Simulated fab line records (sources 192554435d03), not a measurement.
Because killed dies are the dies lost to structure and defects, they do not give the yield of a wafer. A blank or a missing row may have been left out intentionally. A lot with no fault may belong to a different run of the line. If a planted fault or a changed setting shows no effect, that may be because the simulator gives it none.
Lot-split experiment | flow n5_finfet | 7 lots, 21 wafers read, on a route of 1938 steps

## SPLIT DETAILS
At N5_HKMG_FIN_COAT_29 (time 60 s, resist thk 300 nm), the setting spin_rpm was moved away from the recipe's 1500 rpm on 7 of the 21 wafers read, by -10.1% to +5.0%. For the rest of the wafers, this setting stayed at what the recipe calls for.

Reading taken at the split's own step.

## THE READING
SOC_of_HKMG_FIN_COAT_29.thk_nm (the simulator's own value, which no gauge read), in nm, at N5_HKMG_FIN_COAT_29 (time 60 s, resist thk 300 nm). The file does not state a usual value for it. Across the 14 wafers here that went through the recipe, the average is 300.7 nm and the standard deviation 0.94 nm.

wafer  | tool, chamber at the split | spin_rpm as run, rpm | against the recipe | SOC_of_HKMG_FIN_COAT_29.thk_nm, nm | against lot-mates on the recipe
L075.1 | litho_track-04, 0          | 1500                 | recipe             | 300                                | -
L075.4 | litho_track-04, 0          | 1500                 | recipe             | 300.6                              | -
L075.5 | litho_track-04, 0          | 1500                 | recipe             | 299.6                              | -
L077.2 | litho_track-05, 0          | 1434                 | -4.4%              | 308.2                              | +6.6
L077.3 | litho_track-05, 0          | 1500                 | recipe             | 301.6                              | -
L077.5 | litho_track-05, 0          | 1434                 | -4.4%              | 307.4                              | +5.8
L078.2 | litho_track-04, 0          | 1500                 | recipe             | 300.2                              | -
L078.4 | litho_track-04, 0          | 1500                 | recipe             | 300                                | -
L078.5 | litho_track-04, 0          | 1500                 | recipe             | 300                                | -
L083.2 | litho_track-05, 0          | 1500                 | recipe             | 301.4                              | -
L083.4 | litho_track-05, 0          | 1500                 | recipe             | 301.6                              | -
L083.6 | litho_track-05, 0          | 1500                 | recipe             | 302.4                              | -
L088.1 | litho_track-04, 0          | 1575                 | +5.0%              | 292                                | -7.0
L088.4 | litho_track-04, 0          | 1575                 | +5.0%              | 291.8                              | -7.2
L088.5 | litho_track-04, 0          | 1500                 | recipe             | 299                                | -
L090.3 | litho_track-05, 0          | 1500                 | recipe             | 301.6                              | -
L090.5 | litho_track-05, 0          | 1500                 | recipe             | 301.6                              | -
L090.6 | litho_track-05, 0          | 1500                 | recipe             | 300.8                              | -
L092.1 | litho_track-01, 0          | 1348                 | -10.1%             | 316.4                              | no lot-mate on the recipe
L092.2 | litho_track-01, 0          | 1348                 | -10.1%             | 316.8                              | no lot-mate on the recipe
L092.5 | litho_track-01, 0          | 1348                 | -10.1%             | 317.4                              | no lot-mate on the recipe

THE FIT
A straight line over all 21 wafers: SOC_of_HKMG_FIN_COAT_29.thk_nm changes by -1.62 nm for each +1% of spin_rpm; r = -0.99; the points scatter about the line by 0.87 nm.
The same after taking each lot's own level away (the mean of its wafers on the recipe; 18 wafers): -1.42 nm for each +1%; r = -0.99; scatter 0.34 nm.
The reading moves by 14 nm for the largest change in spin_rpm, on that fit.
Across the lots, their own levels run from 299.00 to 301.80 nm, a range of 3.0 times the standard deviation given above.
Thus the slope moves with the lot-to-lot level: the two fits are different.
Check: -7.12 nm against its lot-mates is what the line predicts for one of the wafers moved furthest among these (+5.0%) when that wafer is left out of the fit. Against them it came out at -7 nm.

## THE OTHER SPLITS THESE WAFERS WENT THROUGH
Before the reading, these wafers also passed through other splits. Each is held against what the fit with the lots' levels taken away leaves over:
other split on the same wafers | wafers away from the commonest value | r with SOC_of_HKMG_FIN_COAT_29.thk_nm (lot level and that fit taken away)
N5_SD_EPI_P_COAT_34 spin_rpm   | 3                                    | -0.01

## FILE'S OWN FIT
SOC_of_HKMG_FIN_COAT_29.thk_nm changes by -1.42 nm for each +1% of spin_rpm, r = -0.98.
